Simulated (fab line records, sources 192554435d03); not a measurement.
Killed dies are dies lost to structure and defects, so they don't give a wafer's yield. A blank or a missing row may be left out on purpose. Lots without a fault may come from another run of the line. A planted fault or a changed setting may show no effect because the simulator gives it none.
Chamber matching | flow n5_finfet | N5_GATE_CUT_CMP_43 on cmp-04: 4 sister chambers
The step polishes SiO2. 4 wafers are shown with their chamber, then 8 later ones without.

WAFERS WITH THEIR CHAMBER
wafer  | chamber | motor_current_A (A)
L083.1 | 2       | 12.2
L087.4 | 1       | 11.2
L087.6 | 3       | 12.1
L090.3 | 0       | 11.9

WAFERS WITHOUT THEIR CHAMBER
wafer  | motor_current_A (A)
L090.4 | 11.8
L090.6 | 12.1
L093.2 | 11.5
L093.5 | 11.9
L093.6 | 12.3
L096.2 | 12.4
L096.3 | 10.9
L096.4 | 11.9

WHICH CHAMBER EACH WENT THROUGH
wafer  | from the rows above          | in truth
L090.4 | can't be placed: 0 or 3 or 2 | 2
L090.6 | can't be placed: 3 or 2 or 0 | 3
L093.2 | can't be placed: 1 or 0 or 3 | 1
L093.5 | can't be placed: 0 or 3 or 2 | 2
L093.6 | can't be placed: 2 or 3 or 0 | 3
L096.2 | can't be placed: 2 or 3 or 0 | 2
L096.3 | 1                            | 1
L096.4 | can't be placed: 0 or 3 or 2 | 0
Placed correctly: 1 of 8. Can't be placed from these rows: 7 (the true chamber is among the candidates in 7). Placed wrongly: 0.
How it was worked out, from the rows above alone: a wafer's distance from a chamber is the root of the sum, over the readings, of the square of ((its reading less the chamber's mean) divided by the reading's scatter). The wafer belongs to the nearest chamber; if the next one is less than 2 further off, it can't be placed. A chamber's mean is the mean of its shown wafers. The scatter: with one shown wafer a chamber, the root of the mean of the squares of how far each hidden wafer lies from its nearest shown one.
